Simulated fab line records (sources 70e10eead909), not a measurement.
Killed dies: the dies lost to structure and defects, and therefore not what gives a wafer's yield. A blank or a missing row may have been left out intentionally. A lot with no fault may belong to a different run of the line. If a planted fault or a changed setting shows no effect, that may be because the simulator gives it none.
Struck lot and sound lot, side by side | flow nand-harc | 18 out of 1159 route steps
Sound: these wafers, L787.1, L787.2, L787.6. Struck: wafer L798.6. The cause is given at the end.
For every step that has rows: the tool of each side, followed by ch and its chambers, followed by its first start. Under that, the readings that differ: sound wafers | struck wafers | difference of the means | sigmas: that difference in standard deviations of wafers without a fault.
alike: words and numbers the same on both sides, and readings whose means are apart by under 2 such deviations; not compared: readings that were withheld, readings missing a value for some wafer, numbers with overlapping values and no deviation given by the record, and bounds like >300 which may hide the same value.
The two part at a step that has a row with sigmas, a row that says differs or no value, or rows on one side only. Non-overlapping numbers with no deviation appear without sigmas and do not part them. A reading missing from all wafers of one side parts the sides only when that side holds two or more wafers.

NHARC_P_M2_OVL_MEAS_10: pitch 340 nm.
  struck on overlay-01, day 8 21:25; sound on overlay-01, day 6 07:48
  alike: overlay-x-nm, overlay-y-nm
NHARC_P_M2_INSPECT_11:
  struck on defect-inspect-02, day 8 21:28; sound on defect-inspect-01, day 6 07:50
  alike: raw-defect-count
NHARC_P_M2_DESCUM_14: chemistry O2, time 3 s.
  sound on rie-diel-12 ch 0,1,3, day 6 07:53; struck on rie-diel-09 ch 2, day 8 21:33
  alike: drypump-motor-current-A, oes-product-au, rf-vpp-V, showerhead-plenum-p-Torr, throttle-valve-pct
  not compared: rf-hours-counter-h
then, 2 steps without rows for these wafers: NHARC_P_M2_ETCH_35 (etches the open film in N2/H2, target depth 40 nm, overetch 12 nm, time 43.94 s); NHARC_P_M2_ETCH_15 (etches the open film in C4F8/Ar, target depth 182.5 nm, time 91.2 s).
NHARC_P_M2_CD_MEAS_16:
  struck on cd-sem-03, day 8 21:50; sound on cd-sem-03, day 6 08:12
  alike: cd-nm
NHARC_P_M2_STRIP_18: strips in N2/H2.
  sound on rie-diel-09 ch 0,1, day 6 08:16; struck on rie-diel-09 ch 0, day 8 22:00
  reading               | sound             | struck | difference | sigmas
  oes-product-au (a.u.) | 0.978 1.001 0.988 | 1.015  | +0.026     | +2
  alike: drypump-motor-current-A, rf-vpp-V, showerhead-plenum-p-Torr, throttle-valve-pct
  not compared: rf-hours-counter-h
then, 2 steps without rows for these wafers: NHARC_P_M2_ETCH_28 (etches the open film in CF4/N2, target depth 30 nm, time 72.99 s); NHARC_P_M2_STRIP_19 (strips in post etch residue remover, time 600 s).
NHARC_P_M2_DEGAS_29: time 60 s.
  struck on pvd-sputter-03, day 8 22:34; sound on pvd-sputter-03, day 6 08:55
  alike: heater-power-w
NHARC_P_M2_PRE_CLEAN_30: time 30 s.
  sound on pvd-sputter-03; struck on pvd-sputter-03
  alike: heater-power-w
then, 1 step without rows for these wafers: NHARC_P_M2_PVD_20 (deposits TaN, target thk 5 nm, time 8.06 s).
NHARC_P_M2_PVD_21: deposits Cu, target thk 30 nm, time 20.49 s.
  struck on pvd-sputter-03, day 8 22:49; sound on pvd-sputter-03, day 6 09:08
  alike: chamber-pressure-pa, throttle-valve-pct
then, 1 step without rows for these wafers: NHARC_P_M2_ECD_22 (material Cu, target thk 400 nm).
NHARC_P_M2_ANNEAL_31: time 90 s.
  sound on rtp-anneal-01 ch 0, day 6 09:38; struck on rtp-anneal-01 ch 0, day 8 23:35
  alike: wafer_temp_C_max
then, 2 steps without rows for these wafers: NHARC_P_M2_CMP_23 (polishes, t overpolish 20 s, target thk 144.3 nm); NHARC_P_M2_SRD_25.
-- record jumps: 13 days between struck wafers' starts before vs after; left off in module P_M2, resumes in module END, first step shown is number 1159 of the route --
NHARC_END_SORT_01:
  only the struck wafers appear in the record here, on prober-01 ch 0 at day 22 06:14; the sound ones have no rows

## WHERE THEY PART
Last at NHARC_END_SORT_01 as far as this record goes, first at NHARC_P_M2_STRIP_18.

WHY: whatever the simulator had introduced
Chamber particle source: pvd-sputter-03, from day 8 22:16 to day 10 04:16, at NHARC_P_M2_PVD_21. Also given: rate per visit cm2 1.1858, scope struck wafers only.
